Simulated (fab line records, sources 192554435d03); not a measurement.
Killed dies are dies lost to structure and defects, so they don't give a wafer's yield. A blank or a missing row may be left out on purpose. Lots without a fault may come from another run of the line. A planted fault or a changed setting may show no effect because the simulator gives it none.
Tool commonality check | flow n5_finfet | 9 lots, 24 wafers sampled

WHY IT WAS OPENED
At N5_MOL_CONTACT_COAG_INSPECT_57 the reading raw_defect_count is flagged on 3 of 9 lots. Wafers without a fault read 193, standard deviation 51.
Rule: a lot is flagged when every wafer of it that has a number lies more than 4 standard deviations from that mean, or none has a number. The other lots count as sound.

lot  | measured     | on                | raw_defect_count, wafer by wafer | flag
L760 | day 6 01:48  | defect_inspect-01 | 191 147 122                      |
L762 | day 6 16:19  | defect_inspect-01 | 1373 1432 1345                   | FLAGGED
L763 | day 6 22:07  | defect_inspect-02 | 1336 1353 1385                   | FLAGGED
L765 | day 7 04:26  | defect_inspect-02 | 1369 1341 1284                   | FLAGGED
L770 | day 9 15:01  | defect_inspect-02 | 112 170 170                      |
L775 | day 10 16:23 | defect_inspect-02 | 211 208                          |
L773 | day 10 18:53 | defect_inspect-01 | 111 164                          |
L774 | day 11 00:07 | defect_inspect-01 | 158 169 242                      |
L778 | day 11 01:22 | defect_inspect-01 | 228 298                          |
The numbers of the flagged lots are 1358 on average: +1165 against the usual, or +23 standard deviations.

WHICH TOOL RAN EACH LOT
The record holds 2 process steps before the reading, out of a route of 1938 steps. In each cell: the tool, then ch and the chambers that the sampled wafers went through, then the start.
lot  | flag    | N5_MOL_CONTACT_COAG_ALD_27       | N5_MOL_CONTACT_COAG_ALD_123
L760 |         | ald_sin-01 ch 2,3, day 5 22:43   | ald_sin-03 ch 0,3, day 6 00:44
L762 | FLAGGED | ald_sin-03 ch 0,1,3, day 6 13:29 | ald_sin-03 ch 1,2, day 6 15:23
L763 | FLAGGED | ald_sin-04 ch 0,1,2, day 6 19:17 | ald_sin-03 ch 1,2,3, day 6 21:11
L765 | FLAGGED | ald_sin-01 ch 0,3, day 7 01:21   | ald_sin-03 ch 0,2,3, day 7 03:15
L770 |         | ald_sin-04 ch 0,2,3, day 9 09:45 | ald_sin-01 ch 0,1,3, day 9 14:02
L775 |         | ald_sin-04 ch 1, day 10 12:45    | ald_sin-03 ch 1,2, day 10 15:19
L773 |         | ald_sin-03 ch 2,3, day 10 15:54  | ald_sin-03 ch 1,3, day 10 17:48
L774 |         | ald_sin-03 ch 0,1, day 10 21:12  | ald_sin-03 ch 0,1,3, day 10 23:10
L778 |         | ald_sin-04 ch 1,2, day 10 22:25  | ald_sin-03 ch 2,3, day 11 00:25
What these steps do:
- N5_MOL_CONTACT_COAG_ALD_27: deposits SiOC, target thk 17 nm, pulse time 1.5 s, time 2720 s.
- N5_MOL_CONTACT_COAG_ALD_123: deposits SiNx, target thk 5 nm, pulse time 1 s, purge time 2 s.
- N5_MOL_CONTACT_COAG_INSPECT_57: inspects for defects (brightfield).

FLAGGED OVER TOTAL, TOOL BY TOOL (the gauges that took the reading come last)
step                           | tool              | lots run | flagged | share of the flagged lots | sound lots run after its first flagged lot
N5_MOL_CONTACT_COAG_ALD_27     | ald_sin-01        | 2        | 1       | some                      | 0
N5_MOL_CONTACT_COAG_ALD_27     | ald_sin-03        | 3        | 1       | some                      | 2 (L773,L774)
N5_MOL_CONTACT_COAG_ALD_27     | ald_sin-04        | 4        | 1       | some                      | 3 (L770,L775,L778)
N5_MOL_CONTACT_COAG_ALD_123    | ald_sin-01        | 1        | 0       | none                      | -
N5_MOL_CONTACT_COAG_ALD_123    | ald_sin-03        | 8        | 3       | all                       | 4 (L775,L773,L774,L778)
N5_MOL_CONTACT_COAG_INSPECT_57 | defect_inspect-01 | 5        | 1       | some                      | 3 (L773,L774,L778)
N5_MOL_CONTACT_COAG_INSPECT_57 | defect_inspect-02 | 4        | 2       | some                      | 2 (L770,L775)

WHAT THE TABLE ALLOWS
1 row of the table ran every flagged lot: ald_sin-03 at N5_MOL_CONTACT_COAG_ALD_123.
- ald_sin-03 at N5_MOL_CONTACT_COAG_ALD_123: 3 of its 8 lots flagged. Sound lots ran on it after the first flagged one (L775, L773, L774, L778), which a lasting fault on the whole tool wouldn't allow.
No row of the table ran every flagged lot and no sound lot after the first.

WHAT THE SIMULATOR HAD PUT IN
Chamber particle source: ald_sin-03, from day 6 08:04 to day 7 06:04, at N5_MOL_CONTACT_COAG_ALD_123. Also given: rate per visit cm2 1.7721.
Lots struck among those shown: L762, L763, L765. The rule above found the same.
